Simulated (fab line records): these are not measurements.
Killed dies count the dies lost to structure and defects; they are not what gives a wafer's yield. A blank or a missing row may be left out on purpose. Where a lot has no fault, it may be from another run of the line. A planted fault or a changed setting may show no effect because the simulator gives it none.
One fault seen from 2 desks | flow nandHarc | only its own numbers are on each desk; what lay behind them is given at the end

FOR THE TOOL OWNER'S DESK: pecvdOnon-03
The tool's own readings at NHARC_A_ONON_D1_DEP_12 (target thk 1000 nm): means of the sampled wafers that have a number, for each lot that ran on this tool. Marked OUT: a lot whose mean sits more than 4 standard deviations from the usual mean, which makes it out of limits; the brackets give that distance.
Columns: A = nh3FlowSccm at NHARC_A_ONON_D1_DEP_12, usual 499.9 sccm; B = sih4FlowSccm at NHARC_A_ONON_D1_DEP_12, usual 210.1 sccm
lot  | first seen here | A     | B
L229 | day 8 09:02     | 499.5 | 211.0
L230 | day 8 19:08     | 499.5 | 210.1
L237 | day 10 07:47    | 500.1 | 209.9
L239 | day 11 00:09    | 503.1 | 210.2
L243 | day 11 20:19    | 500.0 | 209.9
L241 | day 11 20:32    | 502.3 | 210.7
L249 | day 13 01:14    | 499.4 | 210.2
This desk's finding: nothing out of limits on any of the 7 lots.

FROM THE METROLOGY DESK
What the gauges read, lot by lot, whatever tool the lot ran on: means of the sampled wafers that have a number. Marked OUT: a lot whose mean sits more than 4 standard deviations from the usual mean, which makes it out of limits; the brackets give that distance.
Columns: A = overlayXNm at NHARC_P_BONDPAD_OVL_MEAS_38, usual 1 nm; B = overlayYNm at NHARC_P_BONDPAD_OVL_MEAS_38, usual 2 nm; C = thkNm at NHARC_A_ONON_D1_THK_MEAS_05, usual 1002 nm; D = thkNm at NHARC_A_ONON_D1_THK_MEAS_14, usual 1002 nm
lot  | first seen here | A  | B  | C    | D
L226 | day 6 09:01     | -2 | 11 | 994  | 1012
L228 | day 7 03:03     | 1  | 0  | 985  | 990
L229 | day 7 03:49     | 3  | 2  | 1008 | 997
L231 | day 7 06:28     | 7  | 2  | 1005 | 997
L230 | day 7 13:47     | -0 | 1  | 1002 | 997
L237 | day 9 02:39     | -4 | 7  | 995  | 993
L236 | day 9 03:18     | 3  | -2 | 1009 | 1010
L239 | day 9 19:00     | 1  | -4 | 1001 | 1006
L241 | day 10 10:41    | -2 | -6 | 995  | 1533 (+67) OUT
L240 | day 10 11:28    | 3  | 5  | 1010 | 1016
L244 | day 10 17:49    | -1 | -8 | 1002 | 1010
L243 | day 10 19:32    | -4 | 9  | 1004 | 1529 (+67) OUT
L247 | day 11 13:41    | 6  | 4  | 1006 | 992
L249 | day 11 20:48    | -2 | 9  | 1004 | 1531 (+67) OUT
This desk's verdict: out of limits on L241, L243, L249, starting with L243 at day 11 20:42 (thkNm at NHARC_A_ONON_D1_THK_MEAS_14). In limits: L226, L228, L229, L231, L230, L237, L236, L239, L240, L244, L247.

TAKEN TOGETHER
Metrology desk: alarm possible at day 11 20:42 on L241, L243, L249.
Nothing out of limits was seen by the tool owner's desk.
Tool owner's desk: L241, L243, L249 on record, inside its limits.
The lots listed all ran NHARC_A_ONON_D1_DEP_12 on pecvdOnon-03.

WHAT THE SIMULATOR PUT IN
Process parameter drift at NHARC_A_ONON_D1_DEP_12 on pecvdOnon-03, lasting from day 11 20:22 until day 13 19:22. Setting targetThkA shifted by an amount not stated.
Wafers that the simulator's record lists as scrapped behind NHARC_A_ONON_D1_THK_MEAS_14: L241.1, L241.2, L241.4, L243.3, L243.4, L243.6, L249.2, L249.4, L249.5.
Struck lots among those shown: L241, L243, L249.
Time in hours between the start of the fault and the first out-of-limits reading at each desk: metrology desk, 0.
